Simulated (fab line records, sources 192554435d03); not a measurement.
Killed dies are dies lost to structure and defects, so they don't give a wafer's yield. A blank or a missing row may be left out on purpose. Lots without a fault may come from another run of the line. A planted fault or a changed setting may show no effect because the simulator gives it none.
Chamber matching | flow n5_finfet | N5_BEOL_M10_CMP_52 on cmp-01: 4 sister chambers
The step polishes, stops on SiCOH lowk, t overpolish 7 s, target thk 140 nm. 8 wafers are shown with their chamber, then 9 later ones without.

WAFERS WITH THEIR CHAMBER
wafer  | chamber | motor_current_A (A) | time_to_endpoint_s (s)
L081.1 | 0       | 6.8                 | 68.5
L081.3 | 2       | 7.4                 | 67.2
L086.1 | 2       | 6.9                 | 61.7
L086.3 | 3       | 5.7                 | 62.6
L086.5 | 0       | 6.8                 | 68.5
L090.2 | 3       | 5.6                 | 65.9
L090.3 | 1       | 4.9                 | 65.3
L090.5 | 1       | 5.3                 | 64.5

WAFERS WITHOUT THEIR CHAMBER
wafer  | motor_current_A (A) | time_to_endpoint_s (s)
L094.2 | 7.0                 | 64.6
L094.3 | 5.2                 | 66.5
L094.5 | 7.7                 | 67.7
L097.3 | 5.1                 | 61.6
L097.5 | 5.4                 | 61.6
L097.6 | 6.4                 | 64.3
L091.3 | 6.8                 | 67.9
L091.4 | 7.2                 | 68.9
L091.5 | 7.3                 | 66.5

WHICH CHAMBER EACH WENT THROUGH
wafer  | from the rows above          | in truth
L094.2 | can't be placed: 2 or 0      | 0
L094.3 | can't be placed: 1 or 3      | 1
L094.5 | can't be placed: 2 or 0      | 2
L097.3 | can't be placed: 1 or 3      | 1
L097.5 | can't be placed: 3 or 1      | 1
L097.6 | can't be placed: 0 or 3 or 2 | 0
L091.3 | can't be placed: 0 or 2      | 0
L091.4 | can't be placed: 0 or 2      | 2
L091.5 | can't be placed: 2 or 0      | 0
Placed correctly: 0 of 9. Can't be placed from these rows: 9 (the true chamber is among the candidates in 9). Placed wrongly: 0.
How it was worked out, from the rows above alone: a wafer's distance from a chamber is the root of the sum, over the readings, of the square of ((its reading less the chamber's mean) divided by the reading's scatter). The wafer belongs to the nearest chamber; if the next one is less than 2 further off, it can't be placed. A chamber's mean is the mean of its shown wafers. The scatter: the root of (the sum of the squares of (reading less its chamber's mean) over the shown wafers, divided by (wafers less chambers)).
